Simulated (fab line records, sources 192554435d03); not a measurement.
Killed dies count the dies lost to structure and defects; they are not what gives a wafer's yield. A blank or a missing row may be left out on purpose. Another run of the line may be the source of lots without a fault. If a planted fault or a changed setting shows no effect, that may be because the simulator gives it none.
fab line records || flow n5Finfet
record {"lots": 3, "wafers": 9, "lastDay": 16}
route steps=1938 shown FIN_SAQP@114 FIN_CUT@154 PASSIVATION@1936
lots that met no fault: taken from a fault-free run of the same line
startH: hours from the record's first day to the start of the lot's first wafer shown || waitH: hours from the lot's prior step to this one || " same as the row above || L1.1+2: a single row standing in for several wafers || - no value, or no start was given || * or withheld: withheld || < > ~ a bound
route shown NAME@n: NAME is a module with steps in the file, n the number in the route of the first one || usual: mean/standard deviation taken from wafers without a fault || same: alike in all rows || chamber/n: place in a boat || sites: readings site by site || _std_site: their standard deviation || _edge_site: outer sites' mean less inner sites' || radiusMm: for every site, how far away it sits from the centre of the wafer || mask NAME#n: copy n || behind: tool/chamber where the wafer was last shaped || hold: cause of the lot's hold/its duration in hours/its outcome || device: transistor that didn't switch, given as n, p or np || end of line: tests of these same wafers at the route's end || a step without rows: its recipe alone || killed: dies that structure and defects cost at the first sort, which is not the same as the wafer's yield || map: the dies of a wafer, with x for killed, . for not killed, _ for no die there
set.NAME: the run value of the setting; set.NAME@STEP: its run value at that earlier step || model.NAME: the simulator's own value behind a step, which no gauge read
lots at some steps of the route; a table a step, a row a wafer
services: a tool's chamber out of use, with start hour (startH, from the record's first day; less than 0 if before it), hours out, and reason
## steps
# step N5_FIN_SAQP_DESCUM_21
# recipe {"chemistry": "O2", "timeS": 7.9, "sourcePowerW": 50, "biasPowerW": 20, "pressureMtorr": 20, "rfFrequencyHz": 2.712e+07, "tempC": 40, "resist": "CAR-ArF", "o2FlowSccm": 225}
# step N5_FIN_SAQP_ETCH_51
# recipe {"chemistry": "CF4", "target": "SiARC", "targetDepthA": 455, "maskMaterial": "CAR-ArF", "timeS": 75.8, "ionEnergyEv": 80, "pressureMtorr": 40, "sourceW": 545, "biasW": 36, "Ar_flow_sccm": 100, "cf4FlowSccm": 100, "ends": "cleared"}
# step N5_FIN_SAQP_ETCH_52
# recipe {"chemistry": "N2/H2", "target": "SOC", "targetDepthA": 1000, "overetchA": 200, "maskMaterial": "SiARC", "tempC": 40, "timeS": 150, "ionEnergyEv": 200, "pressureMtorr": 30, "sourceW": 840, "biasW": 150, "n2FlowSccm": 200, "h2FlowSccm": 200, "ends": "endPoint"}
# step N5_FIN_SAQP_STRIP_53
# recipe {"chemistry": "N2/H2", "tempC": 40, "n2FlowSccm": 200, "h2FlowSccm": 200, "rfFrequencyHz": 6e+07}
# step N5_FIN_SAQP_HM_OPEN_73
# recipe {"chemistry": "CHF3/O2", "target": "SiO2", "stopOn": "a-Si", "targetDepthA": 120, "overEtchFrac": 1.8, "maskMaterial": "SOC", "timeS": 16.8, "pressureMtorr": 30, "sourceW": 650, "biasW": 170, "Ar_flow_sccm": 200, "CHF3_flow_sccm": 50, "O2_flow_sccm": 5, "ionEnergyEv": 200, "ends": "endPoint"}
# step N5_FIN_SAQP_STRIP_74
# recipe {"chemistry": "CHF3/O2", "resist": "SiARC", "rfFrequencyHz": 6e+07}
# step N5_FIN_SAQP_MANDREL_ETCH_22
# recipe {"targetDepthA": 600, "chemistry": "HBr/Cl2", "target": "a-Si", "stopOn": "SiNx", "btTimeS": 10, "overEtchFrac": 0.5, "timeS": 30, "pressureMtorr": 10, "icpW": 800, "biasW": 75, "HBr_flow_sccm": 150, "Cl2_flow_sccm": 80, "ends": "endPoint"}
# step N5_FIN_SAQP_STRIP_55
# recipe {"chemistry": "N2/H2", "powerW": 500, "tempC": 40, "pressureMtorr": 50, "rfFrequencyHz": 6e+07, "overashFraction": 0.3, "biasPowerW": 28, "h2Frac": 0.5, "n2FlowSccm": 300, "h2FlowSccm": 300}
# step N5_FIN_SAQP_STRIP_23
# recipe {"chemistry": "SPM", "timeS": 750, "tempC": 130, "h2so4H2o2VolRatio": 4}
# step N5_FIN_SAQP_SRD_66
# recipe {"dry": "ipaMarangoni", "timeS": 30, "tempC": 23, "rinseLiquid": "diw"}
# step N5_FIN_SAQP_RECESS_75
# recipe {"chemistry": "HF/NH3", "target": "SiO2", "targetDepthA": 144, "afsCycles": 3, "tempC": 30, "sublimationTempC": 180, "sublimationTimeS": 60}
# step N5_FIN_SAQP_SPACER1_ALD_24
# recipe {"material": "SiO2", "targetThkA": 203, "tempC": 300, "aldPrecursorFamily": "BDEAS", "aldCoReactant": "O2-plasma", "pulseTimeS": 1, "purgeTimeS": 2, "coReactantPurgeTimeS": 2, "aldCycles": 218, "pressureTorr": 2}
# step N5_FIN_SAQP_SPACER1_ETCHBACK_25
# recipe {"chemistry": "CHF3/O2", "mode": "anisotropicEtchback", "target": "SiO2", "targetDepthA": 244, "timeS": 12.2, "pressureMtorr": 30, "sourceW": 650, "biasW": 170, "Ar_flow_sccm": 200, "CHF3_flow_sccm": 50, "O2_flow_sccm": 5, "ionEnergyEv": 200}
# usual {"drypumpMotorCurrentA": "5.57/0.3", "oesProductAu": "0.79/0.087", "rfVppV": "525/16", "showerheadPlenumPTorr": "2.39/0.064", "throttleValvePct": "18.88/0.25"}
{"lot.wafer": "L456.2", "tool": "rieDiel-02", "chamber": 1, "startH": 43.24, "waitH": 0.5, "drypumpMotorCurrentA": 5.23, "oesProductAu": 0.81, "rfHoursCounterH": 81, "rfVppV": 544, "showerheadPlenumPTorr": 2.36, "throttleValvePct": 19.38}
{"lot.wafer": "L456.4", "tool": "rieDiel-02", "chamber": 0, "startH": 43.24, "waitH": 0.5, "drypumpMotorCurrentA": 5.67, "oesProductAu": 0.74, "rfHoursCounterH": 165, "rfVppV": 492, "showerheadPlenumPTorr": 2.29, "throttleValvePct": 18.95}
{"lot.wafer": "L456.5", "tool": "rieDiel-02", "chamber": 3, "startH": 43.24, "waitH": 0.5, "drypumpMotorCurrentA": 5.74, "oesProductAu": 0.70, "rfHoursCounterH": "-", "rfVppV": 537, "showerheadPlenumPTorr": 2.39, "throttleValvePct": 19.15}
{"lot.wafer": "L461.1", "tool": "rieDiel-03", "chamber": 0, "startH": 72.92, "waitH": 0.5, "drypumpMotorCurrentA": 5.06, "oesProductAu": 0.61, "rfHoursCounterH": 199, "rfVppV": 533, "showerheadPlenumPTorr": 2.50, "throttleValvePct": 18.78}
{"lot.wafer": "L461.4", "tool": "rieDiel-03", "chamber": 2, "startH": 72.92, "waitH": 0.5, "drypumpMotorCurrentA": 5.71, "oesProductAu": 0.97, "rfHoursCounterH": 9, "rfVppV": 545, "showerheadPlenumPTorr": 2.47, "throttleValvePct": 18.65}
{"lot.wafer": "L461.5", "tool": "rieDiel-03", "chamber": 0, "startH": 72.92, "waitH": 0.5, "drypumpMotorCurrentA": 5.08, "oesProductAu": 0.61, "rfHoursCounterH": "-", "rfVppV": 533, "showerheadPlenumPTorr": 2.50, "throttleValvePct": 18.75}
{"lot.wafer": "L474.3", "tool": "rieDiel-03", "chamber": 0, "startH": 151.16, "waitH": 0.4, "drypumpMotorCurrentA": 5.12, "oesProductAu": 0.70, "rfHoursCounterH": 227, "rfVppV": 531, "showerheadPlenumPTorr": 2.48, "throttleValvePct": 18.83}
{"lot.wafer": "L474.5", "tool": "rieDiel-03", "chamber": 2, "startH": 151.16, "waitH": 0.4, "drypumpMotorCurrentA": 5.70, "oesProductAu": 0.92, "rfHoursCounterH": "-", "rfVppV": 545, "showerheadPlenumPTorr": 2.46, "throttleValvePct": 18.72}
{"lot.wafer": "L474.6", "tool": "rieDiel-03", "chamber": 3, "startH": 151.16, "waitH": 0.4, "drypumpMotorCurrentA": 5.92, "oesProductAu": 0.74, "rfHoursCounterH": "-", "rfVppV": 514, "showerheadPlenumPTorr": 2.39, "throttleValvePct": 18.74}
# step N5_FIN_SAQP_MANDREL1_REMOVE_56
# recipe {"chemistry": "HBr/Cl2/O2", "btTimeS": 10, "target": "a-Si", "stopOn": "SiNx", "endpoint": "OES-SiCl", "overEtchFrac": 1, "icpW": 600, "biasW": 22, "HBr_flow_sccm": 150, "Cl2_flow_sccm": 80, "O2_flow_sccm": 5, "pressureMtorr": 10}
# step N5_FIN_SAQP_ETCH_57
# recipe {"chemistry": "CH3F/O2", "target": "SiNx", "maskMaterial": "SiO2", "targetDepthA": 325, "timeS": 46.4, "pressureMtorr": 30, "sourceW": 395, "biasW": 73, "Ar_flow_sccm": 150, "CH3F_flow_sccm": 30, "O2_flow_sccm": 20, "ionEnergyEv": 120, "ends": "cleared"}
# step N5_FIN_SAQP_ETCH_65
# recipe {"chemistry": "CF4", "target": "SiO2", "targetDepthA": 40, "ionEnergyEv": 350, "timeS": 4.4, "pressureMtorr": 10, "icpW": 800, "biasW": 400, "cf4FlowSccm": 80}
# step N5_FIN_SAQP_MANDREL_ETCH_58
# recipe {"chemistry": "HBr/Cl2", "target": "a-Si", "targetDepthA": 450, "btTimeS": 10, "stopOn": "SiNx", "maskMaterial": "SiO2", "overEtchFrac": 0.8, "timeS": 27, "pressureMtorr": 10, "icpW": 800, "biasW": 75, "HBr_flow_sccm": 150, "Cl2_flow_sccm": 80, "ends": "endPoint"}
# step N5_FIN_SAQP_RECESS_63
# recipe {"chemistry": "HF/NH3", "target": "SiO2", "targetDepthA": 180, "afsCycles": 3, "tempC": 30, "sublimationTempC": 180, "sublimationTimeS": 60}
# step N5_FIN_SAQP_COAT_68
# recipe {"resist": "SOC", "tempC": 250, "timeS": 60, "spinRpm": 1500, "resistThkNm": 100}
# step N5_FIN_SAQP_ETCH_69
# recipe {"chemistry": "N2/H2", "target": "SOC", "targetDepthA": 1500, "stopOn": "SiNx", "ionEnergyEv": 100, "biasW": 61, "pressureMtorr": 30, "sourceW": 850, "n2FlowSccm": 200, "h2FlowSccm": 200}
# step N5_FIN_SAQP_ETCH_67
# recipe {"chemistry": "CH3F/O2", "target": "SiNx", "targetDepthA": 300, "maskMaterial": "SOC", "pressureMtorr": 30, "sourceW": 395, "biasW": 73, "Ar_flow_sccm": 150, "CH3F_flow_sccm": 30, "O2_flow_sccm": 20, "ionEnergyEv": 120}
# step N5_FIN_SAQP_STRIP_70
# recipe {"chemistry": "N2/H2", "powerW": 500, "tempC": 40, "pressureMtorr": 50, "rfFrequencyHz": 6e+07, "overashFraction": 0.3, "biasPowerW": 28, "h2Frac": 0.5, "n2FlowSccm": 300, "h2FlowSccm": 300}
# step N5_FIN_SAQP_RECESS_71
# recipe {"chemistry": "HF/NH3", "target": "SiO2", "targetDepthA": 30, "afsCycles": 1, "tempC": 30, "sublimationTempC": 180, "sublimationTimeS": 60}
# step N5_FIN_SAQP_SPACER2_ALD_28
# recipe {"material": "SiO2", "targetThkA": 81, "tempC": 300, "aldPrecursorFamily": "BDEAS", "aldCoReactant": "O2-plasma", "pulseTimeS": 1, "purgeTimeS": 2, "coReactantPurgeTimeS": 2, "pressureTorr": 2}
# step N5_FIN_SAQP_SPACER2_ETCHBACK_29
# recipe {"chemistry": "CHF3/O2", "mode": "anisotropicEtchback", "target": "SiO2", "targetDepthA": 122, "timeS": 6.1, "pressureMtorr": 30, "sourceW": 650, "biasW": 170, "Ar_flow_sccm": 200, "CHF3_flow_sccm": 50, "O2_flow_sccm": 5, "ionEnergyEv": 200}
# step N5_FIN_SAQP_MANDREL2_REMOVE_60
# recipe {"chemistry": "HBr/Cl2/O2", "btTimeS": 10, "target": "a-Si", "stopOn": "SiNx", "endpoint": "OES-SiCl", "overEtchFrac": 1, "icpW": 600, "biasW": 22, "HBr_flow_sccm": 150, "Cl2_flow_sccm": 80, "O2_flow_sccm": 5, "pressureMtorr": 10}
# step N5_FIN_SAQP_HM_OPEN_33
# recipe {"chemistry": "CH3F/O2", "target": "SiNx", "maskMaterial": "SiO2", "targetDepthA": 494, "timeS": 70.6, "pressureMtorr": 30, "sourceW": 395, "biasW": 73, "Ar_flow_sccm": 150, "CH3F_flow_sccm": 30, "O2_flow_sccm": 20, "ionEnergyEv": 120, "ends": "cleared"}
# step N5_FIN_SAQP_ETCH_34
# recipe {"chemistry": "C4F6/O2", "target": "SiO2", "targetDepthA": 450, "timeS": 15, "ionEnergyEv": 250, "pressureMtorr": 30, "sourceW": 345, "biasW": 185, "Ar_flow_sccm": 300, "C4F6_flow_sccm": 10, "O2_flow_sccm": 10, "ends": "cleared"}
# step N5_FIN_SAQP_STRIP_77
# recipe {"chemistry": "N2/H2", "timeS": 90, "powerW": 100, "tempC": 40, "pressureMtorr": 100, "rfFrequencyHz": 6e+07, "biasPowerW": 3, "n2FlowSccm": 300, "h2FlowSccm": 300}
# step N5_FIN_SAQP_ETCH_64
# recipe {"chemistry": "CF4", "target": "SiO2", "targetDepthA": 15, "ionEnergyEv": 350, "pressureMtorr": 10, "icpW": 800, "biasW": 400, "cf4FlowSccm": 80}
# step N5_FIN_SAQP_FIN_ETCH_36
# recipe {"chemistry": "HBr/Cl2/O2", "targetDepthA": 1200, "maskMaterial": "SiNx", "timeS": 50.4, "biasW": 102, "pressureMtorr": 10, "icpW": 800, "HBr_flow_sccm": 150, "Cl2_flow_sccm": 80, "O2_flow_sccm": 12}
# step N5_FIN_SAQP_PRECLEAN_38
# recipe {"chemistry": "O3/DIW", "timeS": 45, "tempC": 22, "o3Ppm": 10}
# step N5_FIN_SAQP_PRECLEAN_45
# recipe {"chemistry": "dHF", "timeS": 10, "dilution": "500:1", "tempC": 25}
# step N5_FIN_SAQP_SRD_39
# recipe {"dry": "ipaMarangoni", "timeS": 30, "tempC": 23, "rinseLiquid": "diw"}
# step N5_FIN_CUT_COAT_18
# recipe {"resist": "SOC", "tempC": 250, "timeS": 60, "spinRpm": 1500, "resistThkNm": 230}
# step N5_FIN_CUT_COAT_19
# recipe {"resist": "SiARC", "tempC": 220, "timeS": 60, "spinRpm": 1500, "resistThkNm": 20}
# step N5_PASSIVATION_PROBE_49
# usual {"killed_at_M0_to_M3": "34/8.9", "killed_at_M4_up": "13/4.6", "killedAtContacts": "12/5.5", "killedAtFrontEnd": "41/11", "killedAtOther": "3.1/2.9", "killedDies": "102/16", "killedOpen": "66/11", "killedShort": "34/7.6"}
# same {"grossDies": 1180, "killedAtBackSide": 0}
{"lot.wafer": "L461.1", "tool": "prober-01", "chamber": "-", "startH": 314.11, "waitH": 0.0, "killed_at_M0_to_M3": 45, "killed_at_M4_up": 21, "killedAtContacts": 16, "killedAtFrontEnd": 66, "killedAtOther": 5, "killedDies": 153, "killedOpen": 79, "killedShort": 42}
{"lot.wafer": "L461.5", "tool": "prober-01", "chamber": "-", "startH": 314.31, "waitH": 0.2, "killed_at_M0_to_M3": 37, "killed_at_M4_up": 9, "killedAtContacts": 24, "killedAtFrontEnd": 82, "killedAtOther": 2, "killedDies": 154, "killedOpen": 82, "killedShort": 33}
# killed by level:class
L461.1 FIN_SAQP:areaEtchback=31 MOL_CONTACT_COAG:geometricParticle:open=15 BEOL_M2:geometricParticle:open=11 BEOL_M3:geometricParticle:open=9 BEOL_M0_SAQP:geometricParticle:short=8 STI_FIN_REVEAL:geometricParticle:open=7 BEOL_M0_SAQP:geometricParticle:open=7 STI_FIN_REVEAL:geometricParticle:short=5
L461.5 FIN_SAQP:areaEtchback=38 MOL_CONTACT_COAG:geometricParticle:open=19 STI_FIN_REVEAL:geometricParticle:open=12 BEOL_M1:geometricParticle:open=11 BEOL_M3:geometricParticle:open=9 FIN_SAQP:geometricParticle:short=6 DUMMY_GATE:geometricParticle:open=6 GATE_CUT:geometricParticle:short=5
# map L461.5 (x killed, . not)
_________________........xx..________________
______________x.....x..x.x......_____________
___________.x.........x.........x..__________
__________.x..x.............x.....xx_________
________...................x....x....._______
_______...........x.......x............______
______.......x............x........xx..x_____
_____......x...x..x......x.......x.xx....____
____....x................x..x.............___
___..x...........x.x.......xxx......x......__
___...............xxx............x....x....__
__..x..........x.........x.................._
__.x.........x...xxxx.x.x..x................_
_........x..........xxx..x..x.......x........
_...x......xx........xx........x.....x.......
_..........x..........x....x....x....x.....x.
_.......x........x...xx..x.......x...x.x.....
_..................x.x.....xx.x..............
_...x..x.............x...........x.x.........
_.......x..x................xx...x.x......x..
_...x...x.........x..x...x.....xx........xx..
__......x...x....xxx.......x...x............_
__......x....x.......x..............x......._
___...x..x.................................__
___.....................x..........xx......__
____.........xx..x...............x........___
_____.............x.x.x.xx.x......x......____
______.x.....xx..x...x.................._____
_______...........x..x.x...............______
________......x......................._______
__________........x..........x......_________
___________...............xx.x.....__________
______________.................._____________
_________________.....x...x..________________
# map L474.3 (x killed, . not)
_________________.....x......________________
______________...x..........x..._____________
___________........x....x..........__________
__________...xxx........x..........._________
________...x......x..................x_______
_______.............x..................______
______...x.............x...x............_____
_____...x..................x...x.......x.____
____....................x.....x...........___
___..........................x......x......__
___...x...x......x......x..x...............__
__..x.............x..xx....................._
__.............x............................_
_..........................x............x....
_.........x..x........................x......
_.......x.xx..........................xx.....
_....xx.............x...................x....
_x.....................x..........x...x......
_..x..................................x....x.
_x................xx...................x..x..
_...x....x..........x...............x........
__..x............x.........................._
__........x.......x.....x......x............_
___............x........................x..__
___......x......x..............x...........__
____..x........................x.....x....___
_____...........x.......x................____
______.............x............x......._____
_______....x...............x..x........______
________x.x..........................._______
__________..................xx...x.._________
___________.....................x..__________
______________.............x...._____________
_________________............________________
## services
{"tool": "rieDiel-03", "chamber": 2, "startH": 30.85, "hours": "-", "kind": "clean"}
{"tool": "rieDiel-03", "chamber": 2, "startH": 30.85, "hours": "-", "kind": "consumableReplace:focusRing"}
{"tool": "rieDiel-03", "chamber": 2, "startH": 30.85, "hours": 13.2, "kind": "scheduledDown"}
{"tool": "rieDiel-03", "chamber": 2, "startH": 30.85, "hours": 13.2, "kind": "ventCycle"}
{"tool": "rieDiel-03", "chamber": "-", "startH": 61.54, "hours": 5.7, "kind": "repair"}
{"tool": "rieDiel-02", "chamber": 0, "startH": 68.45, "hours": 6.2, "kind": "repair"}
{"tool": "rieDiel-02", "chamber": "-", "startH": 91.15, "hours": 2.8, "kind": "pm"}
{"tool": "rieDiel-02", "chamber": 1, "startH": 112.26, "hours": 2.7, "kind": "repair"}
{"tool": "rieDiel-02", "chamber": 3, "startH": 116.22, "hours": "-", "kind": "clean"}
{"tool": "rieDiel-02", "chamber": 3, "startH": 116.22, "hours": "-", "kind": "consumableReplace:focusRing"}
{"tool": "rieDiel-02", "chamber": 3, "startH": 116.22, "hours": 31.6, "kind": "scheduledDown"}
{"tool": "rieDiel-02", "chamber": 3, "startH": 116.22, "hours": 31.6, "kind": "ventCycle"}
## key
firstSign {"step": "N5_PASSIVATION_PROBE_49", "reading": "killedAtFrontEnd", "direction": "up", "sigmas": 2.9, "usual": 41, "struck": 74}
moreKillsBornAt {"N5_FIN_SAQP_SPACER1_ETCHBACK_25@rieDiel-03": 69}
metAt N5_FIN_SAQP_SPACER1_ETCHBACK_25
struckWafers L461.1,L461.5
testerLeftOut L461
fault {"kind": "processParameterDrift", "tool": "rieDiel-03", "chamber": "-", "onsetH": 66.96, "steps": "N5_FIN_SAQP_SPACER1_ETCHBACK_25", "channel": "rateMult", "offset": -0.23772, "shape": "step", "endH": 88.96, "scope": "struckWafersOnly"}
# testerLeftOut: of these lots the tester's yield and bins aren't shown, on N5 and GAA mostly nor the transistor test; their killed dies are dies lost to structure and defects alone, not to doping, threshold or leakage, so they don't give the yield
